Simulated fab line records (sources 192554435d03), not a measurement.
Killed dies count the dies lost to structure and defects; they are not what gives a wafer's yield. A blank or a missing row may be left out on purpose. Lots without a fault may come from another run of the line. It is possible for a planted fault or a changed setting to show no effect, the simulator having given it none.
Split-lot experiment    flow n5Finfet    21 wafers read from 7 lots, route of 1938 steps

THE SPLIT
At N5_FIN_SAQP_HM_DEP_72 (deposits SiO2 from SiH4/N2O, target thk 12 nm, time 7.2 s), the setting timeS was moved away from the recipe's 7.2 s on 9 of the 21 wafers read, by -10.5% to +14.8%. This setting was run at the recipe's value on the other wafers.

FROM THE SPLIT TO THE READING: what the file shows between them, 4 steps
- N5_FIN_SAQP_COAT_49: time 60 s, resist thk 100 nm
- N5_FIN_SAQP_COAT_50: time 60 s, resist thk 35 nm
- N5_FIN_SAQP_ETCH_52: etches SOC in N2/H2, target depth 100 nm, overetch 20 nm, time 150 s
- N5_FIN_SAQP_STRIP_53: strips in N2/H2

THE READING
etch.depthNm (the simulator's own value, which no gauge read), in nm, at N5_FIN_SAQP_HM_OPEN_73 (chemistry CHF3/O2, target SiO2, stops on a-Si, target depth 12 nm, time 16.8 s). The file gives no usual value for it. Across the 12 wafers here that went through the recipe, the average is 11.97 nm and the standard deviation 0.15 nm.

wafer   tool, chamber at the split  timeS as run, s  against the recipe  etch.depthNm, nm  against lot-mates on the recipe
L079.2  pecvd-03, 1                 8.084            +12.3%              13.49             +1.17
L079.5  pecvd-03, 1                 8.084            +12.3%              13.83             +1.51
L079.6  pecvd-03, 0                 7.2              recipe              12.32             -
L080.1  pecvd-01, 0                 7.2              recipe              11.94             -
L080.5  pecvd-01, 0                 6.889            -4.3%               11.53             -0.48
L080.6  pecvd-01, 1                 7.2              recipe              12.08             -
L083.1  pecvd-03, 1                 8.266            +14.8%              13.94             no lot-mate on the recipe
L083.2  pecvd-03, 2                 8.266            +14.8%              13.93             no lot-mate on the recipe
L083.4  pecvd-03, 0                 8.266            +14.8%              14.11             no lot-mate on the recipe
L088.2  pecvd-04, 0                 7.2              recipe              11.85             -
L088.3  pecvd-04, 2                 7.2              recipe              11.96             -
L088.5  pecvd-04, 1                 6.545            -9.1%               10.69             -1.22
L092.2  pecvd-01, 0                 7.2              recipe              11.81             -
L092.5  pecvd-01, 1                 7.2              recipe              11.91             -
L092.6  pecvd-01, 0                 7.2              recipe              11.99             -
L095.1  pecvd-01, 0                 6.442            -10.5%              10.52             -1.67
L095.3  pecvd-01, 2                 7.2              recipe              12.19             -
L095.6  pecvd-01, 2                 6.442            -10.5%              10.93             -1.26
L097.2  pecvd-01, 2                 7.2              recipe              11.99             -
L097.3  pecvd-01, 0                 7.2              recipe              11.73             -
L097.6  pecvd-01, 0                 7.2              recipe              11.93             -

THE FIT
A straight line over all 21 wafers: etch.depthNm changes by +0.133 nm for each +1% of timeS; r = +0.99; the points scatter about the line by 0.16 nm.
The same after taking each lot's own level away (the mean of its wafers on the recipe; 18 wafers): +0.122 nm for each +1%; r = +0.98; scatter 0.14 nm.
According to that fit, moving timeS by its largest amount changes the reading by 1.8 nm.
The span of the lots' own levels, 11.883 to 12.320 nm, comes to 2.8 times the standard deviation stated above.
Hence the lot-to-lot level has little effect on the slope; both slopes agree.
Check: with one of the wafers moved furthest among these (+12.3%) left out of the fit, the line predicts +1.6 nm for it against its lot-mates. Against them it came out at +1.17 nm.

THESE WAFERS: OTHER SPLITS
Before the reading, these wafers also passed through other splits. Each is held against what the fit with the lots' levels taken away leaves over:
other split on the same wafers  wafers away from the commonest value  r with etch.depthNm (lot level and that fit taken away)
N5_WELL_APT_COAT_19 spinRpm     6                                     +0.56
N5_WELL_APT_PEB_23 pebTimeS     9                                     +0.00
N5_FIN_SAQP_PECVD_48 timeS      7                                     -0.08

THE WHOLE CHAIN: every reading that the file lists as answering this split, in the file's order
step                    what it does                                                                    reading                                                                            change (the file's fit)                r (the file's)
N5_FIN_SAQP_HM_DEP_72   deposits SiO2 from SiH4/N2O, target thk 12 nm, time 7.2 s                       SiO2_of_FIN_SAQP_HM_DEP_72.thkNm (the simulator's own value, which no gauge read)  +0.124 nm for each +1% of the setting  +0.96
N5_FIN_SAQP_HM_OPEN_73  chemistry CHF3/O2, target SiO2, stops on a-Si, target depth 12 nm, time 16.8 s  etch.depthNm (the simulator's own value, which no gauge read)                      +0.124 nm for each +1% of the setting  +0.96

FILE'S OWN FIT
etch.depthNm changes by +0.124 nm for each +1% of timeS, r = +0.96.
